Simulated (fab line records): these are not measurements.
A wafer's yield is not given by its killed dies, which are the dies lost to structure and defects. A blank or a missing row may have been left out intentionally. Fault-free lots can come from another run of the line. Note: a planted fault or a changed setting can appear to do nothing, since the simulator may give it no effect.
What tool caused it? ; flow nand-harc ; 14 lots, 42 wafers sampled, at 4 steps of a route of 1302

## WHAT THE GAUGES READ, wafer by wafer
The record holds no reading of a measuring or inspecting step that can be judged against a usual standard deviation.

## WHICH TOOL RAN EACH LOT (tool, then ch and the chambers of the sampled wafers, then the start)
lot;NHARC_P_M2_CMP_23;NHARC_P_M2_DEP_33;NHARC_P_BONDPAD_ETCH_24;NHARC_P_BONDPAD_DEGAS_25
L894;cmp-03 ch 0,2,3, day 7 03:20;pecvd-04 ch 0,1,2, day 7 03:58;rie-diel-06 ch 1,2,3, day 7 06:14;pvd-sputter-02, day 7 06:38
L895;cmp-04 ch 0,1,3, day 7 06:47;pecvd-04 ch 1,2, day 7 07:23;rie-diel-10 ch 2,3, day 7 09:46;pvd-sputter-03, day 7 10:10
L896;cmp-02 ch 1,2,3, day 7 13:49;pecvd-03 ch 0,2, day 7 14:26;rie-diel-09 ch 0,2,3, day 7 16:49;pvd-sputter-02, day 7 17:13
L897;cmp-03 ch 0,1, day 8 03:07;pecvd-02 ch 0,2, day 8 03:47;rie-diel-10 ch 2,3, day 8 06:00;pvd-sputter-02, day 8 06:24
L898;cmp-02 ch 1,3, day 8 21:40;pecvd-04 ch 1,2, day 8 22:22;rie-diel-09 ch 0,1,2, day 9 00:40;pvd-sputter-03, day 9 01:04
L899;cmp-02 ch 0,1,2, day 8 22:28;pecvd-04 ch 0,1,2, day 8 23:11;rie-diel-10 ch 1,2, day 9 01:28;pvd-sputter-02, day 9 01:51
L900;cmp-03 ch 0,1,2, day 9 16:16;pecvd-03 ch 0,1, day 9 16:53;rie-diel-10 ch 0,1,3, day 9 19:14;pvd-sputter-02, day 9 19:38
L902;cmp-02 ch 2,3, day 10 04:47;pecvd-04 ch 0,2, day 10 05:29;rie-diel-09 ch 1,2,3, day 10 07:50;pvd-sputter-01, day 10 08:17
L903;cmp-03 ch 0,2,3, day 10 20:02;pecvd-03 ch 1,2, day 10 20:43;rie-diel-10 ch 0,2, day 10 22:57;pvd-sputter-01, day 10 23:23
L904;cmp-04 ch 1,2, day 11 04:14;pecvd-03 ch 0,1,2, day 11 04:51;rie-diel-09 ch 1,2,3, day 11 07:15;pvd-sputter-02, day 11 07:40
L907;cmp-03 ch 1,3, day 12 12:21;pecvd-03 ch 0,2, day 12 13:02;rie-diel-09 ch 0,1, day 12 15:24;pvd-sputter-03, day 12 15:48
L914;cmp-03 ch 1,2, day 14 20:36;pecvd-04 ch 0,1,2, day 14 21:19;rie-diel-09 ch 0,1,3, day 14 23:38;pvd-sputter-03, day 15 00:02
L913;cmp-04 ch 0,1,2, day 14 21:11;pecvd-04 ch 1,2, day 14 21:52;rie-diel-09 ch 0,2,3, day 15 00:13;pvd-sputter-02, day 15 00:39
L915;cmp-02 ch 0,1,2, day 15 09:00;pecvd-03 ch 0,1, day 15 09:41;rie-diel-06 ch 0,2,3, day 15 11:57;pvd-sputter-01, day 15 12:28
- NHARC_P_M2_CMP_23: polishes, t overpolish 20 s, target thk 144.3 nm.
- NHARC_P_M2_DEP_33: deposits SiCN, target thk 30 nm.
- NHARC_P_BONDPAD_ETCH_24: etches the open film in CF4/N2, target depth 30 nm, time 72.99 s.
- NHARC_P_BONDPAD_DEGAS_25: time 60 s.

## WHAT THE TOOLS THEMSELVES READ (means of the sampled wafers that have a number; where no wafer has one, the mark that the record gives instead)
NHARC_P_M2_CMP_23.
lot;tool;motor-current-A (A);slurry-flow-ml-min;time-to-endpoint-s (s)
L894;cmp-03;10.3;149.5;29.1
L895;cmp-04;10.6;149.5;28.7
L896;cmp-02;11.4;149.7;28.7
L897;cmp-03;12.7;149.8;27.7
L898;cmp-02;11.0;149.7;27.9
L899;cmp-02;10.5;149.9;29.5
L900;cmp-03;11.1;150.3;27.0
L902;cmp-02;11.6;149.9;29.1
L903;cmp-03;10.5;149.6;26.9
L904;cmp-04;10.7;150.2;28.0
L907;cmp-03;11.5;150.1;28.3
L914;cmp-03;11.2;150.2;30.5
L913;cmp-04;10.5;150.2;26.9
L915;cmp-02;10.7;150.3;29.9

NHARC_P_M2_DEP_33.
lot;tool;heater-power-w (W);showerhead-vpp-V (V)
L894;pecvd-04;503;1332
L895;pecvd-04;520;1364
L896;pecvd-03;530;1320
L897;pecvd-02;516;1320
L898;pecvd-04;528;1350
L899;pecvd-04;508;1317
L900;pecvd-03;596;1297
L902;pecvd-04;524;1334
L903;pecvd-03;687;1309
L904;pecvd-03;621;1328
L907;pecvd-03;560;1313
L914;pecvd-04;574;1310
L913;pecvd-04;554;1345
L915;pecvd-03;653;1308

NHARC_P_BONDPAD_ETCH_24.
lot;tool;drypump-motor-current-A (A);oes-product-au (a.u.);rf-vpp-V (V);showerhead-plenum-p-Torr (Torr);throttle-valve-pct (%)
L894;rie-diel-06;6.0;1.002;315.0;2.70;19.784
L895;rie-diel-10;4.9;0.993;312.8;2.50;19.794
L896;rie-diel-09;6.3;1.002;315.1;2.69;19.793
L897;rie-diel-10;5.1;0.999;311.3;2.50;19.806
L898;rie-diel-09;6.4;1.004;315.8;2.75;19.798
L899;rie-diel-10;5.7;0.998;312.4;2.56;19.790
L900;rie-diel-10;5.6;0.988;315.2;2.61;19.801
L902;rie-diel-09;6.3;1.002;316.1;2.74;19.803
L903;rie-diel-10;5.6;1.004;313.4;2.58;19.793
L904;rie-diel-09;6.3;1.008;316.0;2.74;19.804
L907;rie-diel-09;6.4;0.996;316.2;2.73;19.786
L914;rie-diel-09;6.3;0.885;314.4;2.67;19.795
L913;rie-diel-09;6.3;0.879;315.8;2.69;19.796
L915;rie-diel-06;5.5;0.991;314.6;2.66;19.794

NHARC_P_BONDPAD_DEGAS_25.
lot;tool;heater-power-w (W)
L894;pvd-sputter-02;448
L895;pvd-sputter-03;446
L896;pvd-sputter-02;462
L897;pvd-sputter-02;445
L898;pvd-sputter-03;442
L899;pvd-sputter-02;464
L900;pvd-sputter-02;444
L902;pvd-sputter-01;473
L903;pvd-sputter-01;456
L904;pvd-sputter-02;471
L907;pvd-sputter-03;437
L914;pvd-sputter-03;453
L913;pvd-sputter-02;451
L915;pvd-sputter-01;504

## THE ANSWER, worked out from the rows above alone
Rule: what is usual is taken from the lots themselves. The widest of any qualifying gaps counts: lots, ordered by their means at a reading, are off when they make up no more than a third of the lots, leave a main group of 4 or more, and stand apart from it by 3 or more times the standard deviation of that group's means. A main group whose means are all the same, to the digits that the tables above print for the reading, isn't used. A lot without any number at a reading at which 4 lots or more have one is off too. Any other lot the step has rows for is counted as sound. After the gauges, taken in route order, come the tools' own readings; for these a lot's mean is taken, as printed above. The first step at which some lot is off is used, and at that step the reading that is off furthest; a lot without a number counts as furthest.
Off: L914, L913, at NHARC_P_BONDPAD_ETCH_24 (oes-product-au). Mean 0.999 a.u. and standard deviation 0.0057 in the main group.
If a tool, at that step or one of the process steps before it, ran each lot that is off and ran no sound lot following the first of them, it fits. Can't be told from this: 2 tools fit, pecvd-04 at NHARC_P_M2_DEP_33, rie-diel-09 at NHARC_P_BONDPAD_ETCH_24.

## WHAT THE SIMULATOR HAD PUT IN
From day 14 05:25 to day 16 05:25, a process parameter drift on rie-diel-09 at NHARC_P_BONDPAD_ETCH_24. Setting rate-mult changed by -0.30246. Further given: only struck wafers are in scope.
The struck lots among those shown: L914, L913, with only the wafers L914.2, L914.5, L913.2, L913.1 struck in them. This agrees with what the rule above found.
